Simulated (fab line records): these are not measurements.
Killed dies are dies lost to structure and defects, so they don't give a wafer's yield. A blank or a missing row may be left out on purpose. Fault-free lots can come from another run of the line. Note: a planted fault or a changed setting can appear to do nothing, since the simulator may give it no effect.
fab line records :: flow n5Finfet
record:
  lots: 4
  wafers: 12
  lastDay: 16
route steps=1938 shown BEOL_M3@965 BEOL_M4@1111 PASSIVATION@1936
lots with no fault: from the same line, run without faults
startH: the number of hours between the record's first day and the start of the first shown wafer of the lot :: waitH: hours since the lot's step before :: " identical to the entry in the row above :: L1.1+2: several wafers, shown together as one row :: - no value, or no start given :: * or withheld: withheld :: < > ~ a bound
route shown NAME@n: names a module that has steps shown in the file, with the first one's number in the route :: usual: average and standard deviation across the fault-free wafers :: same: alike in all rows :: chamber/n: place in a boat :: sites: each site's reading :: _std_site: the values' standard deviation :: _edge_site: outer sites' mean less inner sites' :: radiusMm: how far each site lies from the wafer's centre :: mask NAME#n: copy n :: behind: the most recent tool/chamber to have shaped the wafer :: hold: the reason the lot was held/the length of the hold in hours/how it ended :: device: the n, p or np transistor that did not switch :: end of line: the same wafers' tests at the end of the route :: a step without rows: its recipe alone :: killed: count of dies lost to structure and defects at first sort (not the wafer's yield) :: map: per-die view of a wafer (x killed, . not killed, _ where there is no die)
set.NAME: the setting as run; set.NAME@STEP: as run at that earlier step :: model.NAME: the simulator's own value behind a step, which no gauge read
lots seen at some steps along the route; tables by step, rows by wafer
services: from which hour (startH, from the record's first day; less than 0 if before it) a tool's chamber was out of use, for how many hours, and why
== steps ==
step: N5_BEOL_M3_DEVELOP_27
recipe:
  developTimeS: 30
  developer: TMAH
  resist: CAR-EUV
  rinseLiquid: surfactantRinse
  dry: airSpin
  devTempC: 23
step: N5_BEOL_M3_DESCUM_33
recipe:
  chemistry: O2
  timeS: 7
  sourcePowerW: 50
  biasPowerW: 20
  pressureMtorr: 20
  rfFrequencyHz: 2.712e+07
  tempC: 40
  resist: CAR-EUV
  o2FlowSccm: 225
step: N5_BEOL_M3_ETCH_77
recipe:
  chemistry: N2/H2
  target: underlayer
  targetDepthA: 65
  maskMaterial: CAR-EUV
  timeS: 5.2
  ionEnergyEv: 200
  pressureMtorr: 30
  sourceW: 840
  biasW: 150
  n2FlowSccm: 200
  h2FlowSccm: 200
  ends: cleared
step: N5_BEOL_M3_ETCH_69
recipe:
  chemistry: CF4
  target: SiARC
  targetDepthA: 156
  maskMaterial: CAR-EUV
  timeS: 26
  ionEnergyEv: 80
  pressureMtorr: 40
  sourceW: 545
  biasW: 36
  Ar_flow_sccm: 100
  cf4FlowSccm: 100
  ends: cleared
step: N5_BEOL_M3_ALD_98
recipe:
  material: SiO2
  targetThkA: 25
  tempC: 100
  aldPrecursorFamily: BDEAS
  aldCoReactant: O2-plasma
  pulseTimeS: 1
  coReactantPulseTimeS: 1
  purgeTimeS: 2
  coReactantPurgeTimeS: 2
  aldCycles: 17
  pressureTorr: 2
step: N5_BEOL_M3_ETCHBACK_99
recipe:
  chemistry: CHF3
  target: SiO2
  targetDepthA: 50
  timeS: 10.4
  sourceW: 215
  biasW: 47
  Ar_flow_sccm: 200
  CHF3_flow_sccm: 12
  ionEnergyEv: 100
  pressureMtorr: 30
step: N5_BEOL_M3_ETCH_70
recipe:
  chemistry: N2/H2
  target: SOC
  targetDepthA: 800
  overetchA: 160
  maskMaterial: SiARC
  tempC: 40
  timeS: 120
  ionEnergyEv: 200
  pressureMtorr: 30
  sourceW: 840
  biasW: 150
  n2FlowSccm: 200
  h2FlowSccm: 200
step: N5_BEOL_M3_STRIP_71
recipe:
  chemistry: N2/H2
  tempC: 40
  n2FlowSccm: 200
  h2FlowSccm: 200
  rfFrequencyHz: 6e+07
step: N5_BEOL_M3_STRIP_78
recipe:
  chemistry: N2/H2
  tempC: 40
  n2FlowSccm: 200
  h2FlowSccm: 200
  rfFrequencyHz: 6e+07
step: N5_BEOL_M3_VIA_ETCH_34
recipe:
  chemistry: C4F6/O2
  targetDepthA: 694
  maskMaterial: SOC
  pressureMtorr: 15
  ionEnergyEv: 250
  taperDeg: 4
  timeS: 65.9
  sourceW: 350
  biasW: 170
  Ar_flow_sccm: 300
  C4F6_flow_sccm: 10
  O2_flow_sccm: 10
usual:
  C4F6_flow_sccm: 10.00/0.03
  O2_flow_sccm: 10.00/0.031
  drypumpMotorCurrentA: 5.9/0.38
  mfcArSccm: 300.0/0.93
  oes_o_777_au: 0.75/0.07
  oesProductAu: 0.75/0.07
  rfVppV: 662/9
  showerheadPlenumPTorr: 2.84/0.075
  throttleValvePct: 30.76/0.24
lot.wafer: L695.3
tool: rieDiel-02
chamber: 1
startH: 170.33
waitH: 0.0
C4F6_flow_sccm: 10.03
O2_flow_sccm: 9.92
drypumpMotorCurrentA: 6.0
mfcArSccm: 300.1
oes_o_777_au: 0.76
oesProductAu: 0.78
rfHoursCounterH: 110
rfVppV: 667
showerheadPlenumPTorr: 2.75
throttleValvePct: 31.20
model.SOC_of_BEOL_M3_COAT_67.thkNm: 52
model.SiARC_of_BEOL_M3_COAT_68.thkNm: 0

lot.wafer: L695.4
tool: rieDiel-02
chamber: 0
startH: 170.33
waitH: 0.0
C4F6_flow_sccm: 10.03
O2_flow_sccm: 9.97
drypumpMotorCurrentA: 5.8
mfcArSccm: 298.9
oes_o_777_au: 0.72
oesProductAu: 0.74
rfHoursCounterH: 204
rfVppV: 674
showerheadPlenumPTorr: 2.81
throttleValvePct: 30.76
model.SOC_of_BEOL_M3_COAT_67.thkNm: 52.2
model.SiARC_of_BEOL_M3_COAT_68.thkNm: 0

lot.wafer: L695.6
tool: rieDiel-02
chamber: 3
startH: 170.33
waitH: 0.0
C4F6_flow_sccm: 9.98
O2_flow_sccm: 10.02
drypumpMotorCurrentA: 5.8
mfcArSccm: 298.2
oes_o_777_au: 0.69
oesProductAu: 0.71
rfHoursCounterH: -
rfVppV: 658
showerheadPlenumPTorr: 2.82
throttleValvePct: 30.57
model.SOC_of_BEOL_M3_COAT_67.thkNm: 52.6
model.SiARC_of_BEOL_M3_COAT_68.thkNm: 0

lot.wafer: L698.2
tool: rieDiel-04
chamber: 0
startH: 193.78
waitH: 0.0
C4F6_flow_sccm: -
O2_flow_sccm: -
drypumpMotorCurrentA: -
mfcArSccm: -
oes_o_777_au: -
oesProductAu: -
rfHoursCounterH: -
rfVppV: -
showerheadPlenumPTorr: -
throttleValvePct: -
model.SOC_of_BEOL_M3_COAT_67.thkNm: 60.2
model.SiARC_of_BEOL_M3_COAT_68.thkNm: 6.4

lot.wafer: L698.4
tool: rieDiel-04
chamber: 2
startH: 193.78
waitH: 0.0
C4F6_flow_sccm: -
O2_flow_sccm: -
drypumpMotorCurrentA: -
mfcArSccm: -
oes_o_777_au: -
oesProductAu: -
rfHoursCounterH: -
rfVppV: -
showerheadPlenumPTorr: -
throttleValvePct: -
model.SOC_of_BEOL_M3_COAT_67.thkNm: 60
model.SiARC_of_BEOL_M3_COAT_68.thkNm: 6.4

lot.wafer: L698.5
tool: rieDiel-04
chamber: 1
startH: 193.78
waitH: 0.0
C4F6_flow_sccm: -
O2_flow_sccm: -
drypumpMotorCurrentA: -
mfcArSccm: -
oes_o_777_au: -
oesProductAu: -
rfHoursCounterH: -
rfVppV: -
showerheadPlenumPTorr: -
throttleValvePct: -
model.SOC_of_BEOL_M3_COAT_67.thkNm: 60.4
model.SiARC_of_BEOL_M3_COAT_68.thkNm: 6.4

lot.wafer: L699.4
tool: rieDiel-02
chamber: 0
startH: 204.47
waitH: 0.0
C4F6_flow_sccm: -
O2_flow_sccm: -
drypumpMotorCurrentA: -
mfcArSccm: -
oes_o_777_au: -
oesProductAu: -
rfHoursCounterH: -
rfVppV: -
showerheadPlenumPTorr: -
throttleValvePct: -
model.SOC_of_BEOL_M3_COAT_67.thkNm: 60
model.SiARC_of_BEOL_M3_COAT_68.thkNm: 6.4

lot.wafer: L699.5
tool: rieDiel-02
chamber: 3
startH: 204.47
waitH: 0.0
C4F6_flow_sccm: -
O2_flow_sccm: -
drypumpMotorCurrentA: -
mfcArSccm: -
oes_o_777_au: -
oesProductAu: -
rfHoursCounterH: -
rfVppV: -
showerheadPlenumPTorr: -
throttleValvePct: -
model.SOC_of_BEOL_M3_COAT_67.thkNm: 59.8
model.SiARC_of_BEOL_M3_COAT_68.thkNm: 6.4

lot.wafer: L699.6
tool: rieDiel-02
chamber: 2
startH: 204.47
waitH: 0.0
C4F6_flow_sccm: -
O2_flow_sccm: -
drypumpMotorCurrentA: -
mfcArSccm: -
oes_o_777_au: -
oesProductAu: -
rfHoursCounterH: -
rfVppV: -
showerheadPlenumPTorr: -
throttleValvePct: -
model.SOC_of_BEOL_M3_COAT_67.thkNm: 60
model.SiARC_of_BEOL_M3_COAT_68.thkNm: 6.4

lot.wafer: L708.3
tool: rieDiel-05
chamber: 0
startH: 252.52
waitH: 0.0
C4F6_flow_sccm: 9.99
O2_flow_sccm: 9.98
drypumpMotorCurrentA: 6.1
mfcArSccm: 301.1
oes_o_777_au: 0.82
oesProductAu: 0.81
rfHoursCounterH: 88
rfVppV: 666
showerheadPlenumPTorr: 2.86
throttleValvePct: 30.85
model.SOC_of_BEOL_M3_COAT_67.thkNm: 51.8
model.SiARC_of_BEOL_M3_COAT_68.thkNm: 0

lot.wafer: L708.4
tool: rieDiel-05
chamber: 1
startH: 252.52
waitH: 0.0
C4F6_flow_sccm: 9.91
O2_flow_sccm: 10.00
drypumpMotorCurrentA: 6.3
mfcArSccm: 299.2
oes_o_777_au: 0.68
oesProductAu: 0.66
rfHoursCounterH: 246
rfVppV: 646
showerheadPlenumPTorr: 2.92
throttleValvePct: 30.76
model.SOC_of_BEOL_M3_COAT_67.thkNm: 52.4
model.SiARC_of_BEOL_M3_COAT_68.thkNm: 0

lot.wafer: L708.6
tool: rieDiel-05
chamber: 2
startH: 252.52
waitH: 0.0
C4F6_flow_sccm: 9.95
O2_flow_sccm: 9.97
drypumpMotorCurrentA: 5.3
mfcArSccm: 299.5
oes_o_777_au: 0.72
oesProductAu: 0.69
rfHoursCounterH: -
rfVppV: 651
showerheadPlenumPTorr: 2.93
throttleValvePct: 30.45
model.SOC_of_BEOL_M3_COAT_67.thkNm: 52.4
model.SiARC_of_BEOL_M3_COAT_68.thkNm: 0
step: N5_BEOL_M3_STRIP_83
recipe:
  chemistry: C4F6/O2
  resist: SiARC
  rfFrequencyHz: 6e+07
step: N5_BEOL_M4_RC_MEAS_101
usual:
  DIBL_N: 36.3/1.7
  DIBL_P: 36.5/1.8
  IOFF_N: 0.16/0.033
  IOFF_P: 0.21/0.037
  ION_N: 675/11
  ION_P: 462/7.9
  SS_N: 71.6/0.64
  SS_P: 73.3/0.68
  VT_N: 249/3.3
  VT_P: -250/3.3
lot.wafer: L695.3
tool: prober-02
chamber: 0
startH: 183.16
waitH: 0.3
DIBL_N[mV/V]: 34.9
DIBL_P[mV/V]: 35.6
IOFF_N[nA/um]: 0.13
IOFF_P[nA/um]: 0.20
ION_N[uA/um]: 673
ION_P[uA/um]: 467
SS_N[mV/dec]: 70.7
SS_P[mV/dec]: 72.6
VT_N[mV]: 251
VT_P[mV]: -252

lot.wafer: L695.4
tool: prober-02
chamber: 0
startH: 183.16
waitH: 0.3
DIBL_N[mV/V]: 34.9
DIBL_P[mV/V]: 35.7
IOFF_N[nA/um]: 0.14
IOFF_P[nA/um]: 0.21
ION_N[uA/um]: 666
ION_P[uA/um]: 467
SS_N[mV/dec]: 71.5
SS_P[mV/dec]: 73.5
VT_N[mV]: 251
VT_P[mV]: -252

lot.wafer: L695.6
tool: prober-02
chamber: 0
startH: 183.16
waitH: 0.3
DIBL_N[mV/V]: 35.4
DIBL_P[mV/V]: 36.7
IOFF_N[nA/um]: 0.15
IOFF_P[nA/um]: 0.23
ION_N[uA/um]: 685
ION_P[uA/um]: 473
SS_N[mV/dec]: 71.4
SS_P[mV/dec]: 73.5
VT_N[mV]: 251
VT_P[mV]: -248

lot.wafer: L708.3
tool: prober-02
chamber: 0
startH: 270.60
waitH: 0.3
DIBL_N[mV/V]: 35.3
DIBL_P[mV/V]: 37.0
IOFF_N[nA/um]: 0.18
IOFF_P[nA/um]: 0.20
ION_N[uA/um]: 682
ION_P[uA/um]: 466
SS_N[mV/dec]: 71.7
SS_P[mV/dec]: 73.1
VT_N[mV]: 244
VT_P[mV]: -251

lot.wafer: L708.4
tool: prober-02
chamber: 0
startH: 270.60
waitH: 0.3
DIBL_N[mV/V]: 37.3
DIBL_P[mV/V]: 39.7
IOFF_N[nA/um]: 0.21
IOFF_P[nA/um]: 0.24
ION_N[uA/um]: 679
ION_P[uA/um]: 456
SS_N[mV/dec]: 71.7
SS_P[mV/dec]: 73.4
VT_N[mV]: 247
VT_P[mV]: -249

lot.wafer: L708.6
tool: prober-02
chamber: 0
startH: 270.60
waitH: 0.3
DIBL_N[mV/V]: 36.0
DIBL_P[mV/V]: 37.4
IOFF_N[nA/um]: 0.18
IOFF_P[nA/um]: 0.21
ION_N[uA/um]: 665
ION_P[uA/um]: 454
SS_N[mV/dec]: 71.7
SS_P[mV/dec]: 74.5
VT_N[mV]: 246
VT_P[mV]: -249
step: N5_PASSIVATION_PROBE_49
usual:
  defectLimitedYield: 91.3/1.5
  killed_at_M0_to_M3: 34/9.4
  killed_at_M4_up: 13/5.3
  killedAtContacts: 13/5.7
  killedAtFrontEnd: 40/10
  killedAtOther: 3.7/2.8
  killedDies: 103/17
  killedOnRim: 13/4.2
  killedOpen: 67/13
  killedShort: 35/8.5
  sort_bin_5_function: 5.0/0.98
  sort_bin_6_memory: 3.3/0.7
  sortNPass: 1077/17
  sortYieldPct: 91.3/1.5
same:
  grossDies: 1180
  killedAtBackSide: 0
  sort_bin_4_leakage[%]: 0
  sort_bin_8_speed[%]: 0
lot.wafer: L698.2
tool: prober-01
chamber: -
startH: 316.09
waitH: 0.1
defectLimitedYield[%]: 0
killed_at_M0_to_M3: 1090
killed_at_M4_up: 18
killedAtContacts: 18
killedAtFrontEnd: 53
killedAtOther: 1
killedDies: 1180
killedOnRim: 152
killedOpen: 73
killedShort: 49
sort_bin_5_function[%]: 97.0
sort_bin_6_memory[%]: 2.3
sortNPass: 0
sortYieldPct[%]: 0

lot.wafer: L698.4
tool: prober-01
chamber: -
startH: 316.19
waitH: 0.2
defectLimitedYield[%]: 0
killed_at_M0_to_M3: 1115
killed_at_M4_up: 14
killedAtContacts: 14
killedAtFrontEnd: 34
killedAtOther: 3
killedDies: 1180
killedOnRim: 152
killedOpen: 51
killedShort: 32
sort_bin_5_function[%]: 96.8
sort_bin_6_memory[%]: 3.1
sortNPass: 0
sortYieldPct[%]: 0

lot.wafer: L698.5
tool: prober-01
chamber: -
startH: 316.24
waitH: 0.2
defectLimitedYield[%]: 0
killed_at_M0_to_M3: 1086
killed_at_M4_up: 25
killedAtContacts: 24
killedAtFrontEnd: 44
killedAtOther: 1
killedDies: 1180
killedOnRim: 152
killedOpen: 79
killedShort: 36
sort_bin_5_function[%]: 96.4
sort_bin_6_memory[%]: 3.4
sortNPass: 0
sortYieldPct[%]: 0

lot.wafer: L699.4
tool: prober-01
chamber: -
startH: 331.44
waitH: 0.2
defectLimitedYield[%]: 0
killed_at_M0_to_M3: 1134
killed_at_M4_up: 6
killedAtContacts: 9
killedAtFrontEnd: 28
killedAtOther: 3
killedDies: 1180
killedOnRim: 152
killedOpen: 44
killedShort: 27
sort_bin_5_function[%]: 97.7
sort_bin_6_memory[%]: 2.2
sortNPass: 0
sortYieldPct[%]: 0

lot.wafer: L699.5
tool: prober-01
chamber: -
startH: 331.49
waitH: 0.2
defectLimitedYield[%]: 0
killed_at_M0_to_M3: 1138
killed_at_M4_up: 7
killedAtContacts: 3
killedAtFrontEnd: 29
killedAtOther: 3
killedDies: 1180
killedOnRim: 152
killedOpen: 38
killedShort: 44
sort_bin_5_function[%]: 97.4
sort_bin_6_memory[%]: 2.4
sortNPass: 0
sortYieldPct[%]: 0

lot.wafer: L699.6
tool: prober-01
chamber: -
startH: 331.54
waitH: 0.3
defectLimitedYield[%]: 0
killed_at_M0_to_M3: 1130
killed_at_M4_up: 14
killedAtContacts: 4
killedAtFrontEnd: 25
killedAtOther: 7
killedDies: 1180
killedOnRim: 152
killedOpen: 44
killedShort: 32
sort_bin_5_function[%]: 97.5
sort_bin_6_memory[%]: 2.2
sortNPass: 0
sortYieldPct[%]: 0
killed by level:class
L698.2 BEOL_M3:areaEtch=1058 FIN_SAQP:geometricParticle:short=19 MOL_CONTACT_COAG:geometricParticle:open=12 BEOL_M3:geometricParticle:open=11 BEOL_M0_SAQP:geometricParticle:open=7 FIN_SAQP:geometricParticle:open=6 MOL_CONTACT_COAG:geometricParticle:short=6 BEOL_M0_SAQP:geometricParticle:short=6
L698.4 BEOL_M3:areaEtch=1095 MOL_CONTACT_COAG:geometricParticle:open=9 FIN_SAQP:geometricParticle:short=8 BEOL_M0_SAQP:geometricParticle:short=6 DUMMY_GATE:geometricParticle:open=5 MOL_CONTACT_COAG:geometricParticle:short=5 BEOL_M2:geometricParticle:open=5 FIN_SAQP:geometricParticle:open=4
L698.5 BEOL_M3:areaEtch=1064 MOL_CONTACT_COAG:geometricParticle:open=19 BEOL_M4:geometricParticle:open=13 FIN_SAQP:geometricParticle:short=12 FIN_SAQP:geometricParticle:open=8 BEOL_M3:geometricParticle:open=7 ILD0:geometricParticle:open=6 MOL_CONTACT_COAG:geometricParticle:short=5
L699.4 BEOL_M3:areaEtch=1109 BEOL_M0_SAQP:geometricParticle:open=9 DUMMY_GATE:geometricParticle:open=6 MOL_CONTACT_COAG:geometricParticle:open=6 GATE_CUT:geometricParticle:short=5 BEOL_M0_SAQP:geometricParticle:short=5 FIN_SAQP:geometricParticle:short=4 ILD0:geometricParticle:open=3
L699.5 BEOL_M3:areaEtch=1098 BEOL_M0_SAQP:geometricParticle:open=13 BEOL_M0_SAQP:geometricParticle:short=11 ILD0:geometricParticle:short=8 FIN_SAQP:geometricParticle:short=5 BEOL_M1:geometricParticle:short=4 GATE_CUT:geometricParticle:short=3 BEOL_M1:geometricParticle:open=3
L699.6 BEOL_M3:areaEtch=1104 BEOL_M3:geometricParticle:open=8 STI_FIN_REVEAL:geometricParticle:open=5 BEOL_M2:geometricParticle:open=5 FIN_SAQP:geometricParticle:open=4 GATE_CUT:geometricParticle:short=4 BEOL_M0_SAQP:geometricParticle:short=4 BEOL_M1:geometricParticle:short=4
map L698.2 (x killed, . not)
_________________xxxxxxxxxxxx________________
______________xxxxxxxxxxxxxxxxxx_____________
___________xxxxxxxxxxxxxxxxxxxxxxxx__________
__________xxxxxxxxxxxxxxxxxxxxxxxxxx_________
________xxxxxxxxxxxxxxxxxxxxxxxxxxxxxx_______
_______xxxxxxxxxxxxxxxxxxxxxxxxxxxxxxxx______
______xxxxxxxxxxxxxxxxxxxxxxxxxxxxxxxxxx_____
_____xxxxxxxxxxxxxxxxxxxxxxxxxxxxxxxxxxxx____
____xxxxxxxxxxxxxxxxxxxxxxxxxxxxxxxxxxxxxx___
___xxxxxxxxxxxxxxxxxxxxxxxxxxxxxxxxxxxxxxxx__
___xxxxxxxxxxxxxxxxxxxxxxxxxxxxxxxxxxxxxxxx__
__xxxxxxxxxxxxxxxxxxxxxxxxxxxxxxxxxxxxxxxxxx_
__xxxxxxxxxxxxxxxxxxxxxxxxxxxxxxxxxxxxxxxxxx_
_xxxxxxxxxxxxxxxxxxxxxxxxxxxxxxxxxxxxxxxxxxxx
_xxxxxxxxxxxxxxxxxxxxxxxxxxxxxxxxxxxxxxxxxxxx
_xxxxxxxxxxxxxxxxxxxxxxxxxxxxxxxxxxxxxxxxxxxx
_xxxxxxxxxxxxxxxxxxxxxxxxxxxxxxxxxxxxxxxxxxxx
_xxxxxxxxxxxxxxxxxxxxxxxxxxxxxxxxxxxxxxxxxxxx
_xxxxxxxxxxxxxxxxxxxxxxxxxxxxxxxxxxxxxxxxxxxx
_xxxxxxxxxxxxxxxxxxxxxxxxxxxxxxxxxxxxxxxxxxxx
_xxxxxxxxxxxxxxxxxxxxxxxxxxxxxxxxxxxxxxxxxxxx
__xxxxxxxxxxxxxxxxxxxxxxxxxxxxxxxxxxxxxxxxxx_
__xxxxxxxxxxxxxxxxxxxxxxxxxxxxxxxxxxxxxxxxxx_
___xxxxxxxxxxxxxxxxxxxxxxxxxxxxxxxxxxxxxxxx__
___xxxxxxxxxxxxxxxxxxxxxxxxxxxxxxxxxxxxxxxx__
____xxxxxxxxxxxxxxxxxxxxxxxxxxxxxxxxxxxxxx___
_____xxxxxxxxxxxxxxxxxxxxxxxxxxxxxxxxxxxx____
______xxxxxxxxxxxxxxxxxxxxxxxxxxxxxxxxxx_____
_______xxxxxxxxxxxxxxxxxxxxxxxxxxxxxxxx______
________xxxxxxxxxxxxxxxxxxxxxxxxxxxxxx_______
__________xxxxxxxxxxxxxxxxxxxxxxxxxx_________
___________xxxxxxxxxxxxxxxxxxxxxxxx__________
______________xxxxxxxxxxxxxxxxxx_____________
_________________xxxxxxxxxxxx________________
map L699.4 (x killed, . not)
_________________xxxxxxxxxxxx________________
______________xxxxxxxxxxxxxxxxxx_____________
___________xxxxxxxxxxxxxxxxxxxxxxxx__________
__________xxxxxxxxxxxxxxxxxxxxxxxxxx_________
________xxxxxxxxxxxxxxxxxxxxxxxxxxxxxx_______
_______xxxxxxxxxxxxxxxxxxxxxxxxxxxxxxxx______
______xxxxxxxxxxxxxxxxxxxxxxxxxxxxxxxxxx_____
_____xxxxxxxxxxxxxxxxxxxxxxxxxxxxxxxxxxxx____
____xxxxxxxxxxxxxxxxxxxxxxxxxxxxxxxxxxxxxx___
___xxxxxxxxxxxxxxxxxxxxxxxxxxxxxxxxxxxxxxxx__
___xxxxxxxxxxxxxxxxxxxxxxxxxxxxxxxxxxxxxxxx__
__xxxxxxxxxxxxxxxxxxxxxxxxxxxxxxxxxxxxxxxxxx_
__xxxxxxxxxxxxxxxxxxxxxxxxxxxxxxxxxxxxxxxxxx_
_xxxxxxxxxxxxxxxxxxxxxxxxxxxxxxxxxxxxxxxxxxxx
_xxxxxxxxxxxxxxxxxxxxxxxxxxxxxxxxxxxxxxxxxxxx
_xxxxxxxxxxxxxxxxxxxxxxxxxxxxxxxxxxxxxxxxxxxx
_xxxxxxxxxxxxxxxxxxxxxxxxxxxxxxxxxxxxxxxxxxxx
_xxxxxxxxxxxxxxxxxxxxxxxxxxxxxxxxxxxxxxxxxxxx
_xxxxxxxxxxxxxxxxxxxxxxxxxxxxxxxxxxxxxxxxxxxx
_xxxxxxxxxxxxxxxxxxxxxxxxxxxxxxxxxxxxxxxxxxxx
_xxxxxxxxxxxxxxxxxxxxxxxxxxxxxxxxxxxxxxxxxxxx
__xxxxxxxxxxxxxxxxxxxxxxxxxxxxxxxxxxxxxxxxxx_
__xxxxxxxxxxxxxxxxxxxxxxxxxxxxxxxxxxxxxxxxxx_
___xxxxxxxxxxxxxxxxxxxxxxxxxxxxxxxxxxxxxxxx__
___xxxxxxxxxxxxxxxxxxxxxxxxxxxxxxxxxxxxxxxx__
____xxxxxxxxxxxxxxxxxxxxxxxxxxxxxxxxxxxxxx___
_____xxxxxxxxxxxxxxxxxxxxxxxxxxxxxxxxxxxx____
______xxxxxxxxxxxxxxxxxxxxxxxxxxxxxxxxxx_____
_______xxxxxxxxxxxxxxxxxxxxxxxxxxxxxxxx______
________xxxxxxxxxxxxxxxxxxxxxxxxxxxxxx_______
__________xxxxxxxxxxxxxxxxxxxxxxxxxx_________
___________xxxxxxxxxxxxxxxxxxxxxxxx__________
______________xxxxxxxxxxxxxxxxxx_____________
_________________xxxxxxxxxxxx________________
== services ==
tool: rieDiel-04
chamber: 0
startH: 150.47
hours: 3.8
kind: repair

tool: rieDiel-02
chamber: 3
startH: 155.23
hours: 9.1
kind: repair

tool: rieDiel-04
chamber: 2
startH: 180.80
hours: 8.5
kind: repair

tool: rieDiel-04
chamber: 3
startH: 189.27
hours: -
kind: clean

tool: rieDiel-04
chamber: 3
startH: 189.27
hours: -
kind: consumableReplace:focusRing

tool: rieDiel-04
chamber: 3
startH: 189.27
hours: 22.4
kind: scheduledDown

tool: rieDiel-04
chamber: 3
startH: 189.27
hours: 22.4
kind: ventCycle

tool: rieDiel-04
chamber: 1
startH: 229.69
hours: 7.4
kind: repair
== key ==
firstSign:
  step: N5_BEOL_M3_VIA_ETCH_34
  reading: toolRecord
  direction: missing
effect:
  step: N5_PASSIVATION_PROBE_49
  reading: killed_at_M0_to_M3
  direction: up
  sigmas: 99+
  usual: 34
  struck: 1116
modelEffect:
  step: N5_BEOL_M3_VIA_ETCH_34
  value: SOC_of_BEOL_M3_COAT_67.thkNm
  without: 51.97
  struck: 60.07
moreKillsBornAt:
  N5_BEOL_M3_VIA_ETCH_34@rieDiel-02: 3311
  N5_BEOL_M3_VIA_ETCH_34@rieDiel-04: 3217
metAt N5_BEOL_M3_VIA_ETCH_34
struckWafers L698.2,L698.4,L698.5,L699.4,L699.5,L699.6
laterRowsLeftOut L698.2,L698.4,L698.5,L699.4,L699.5,L699.6
onsetBetween 170.33 193.78
fault:
  kind: skippedStepWhole
  tool: rieDiel-02,rieDiel-04
  chamber: -
  onsetH: 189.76
  steps: N5_BEOL_M3_VIA_ETCH_34
  scope: struckLotsOnly
laterRowsLeftOut: the simulator's readings of these wafers behind a module that went badly wrong aren't trusted and aren't shown, but for the sort
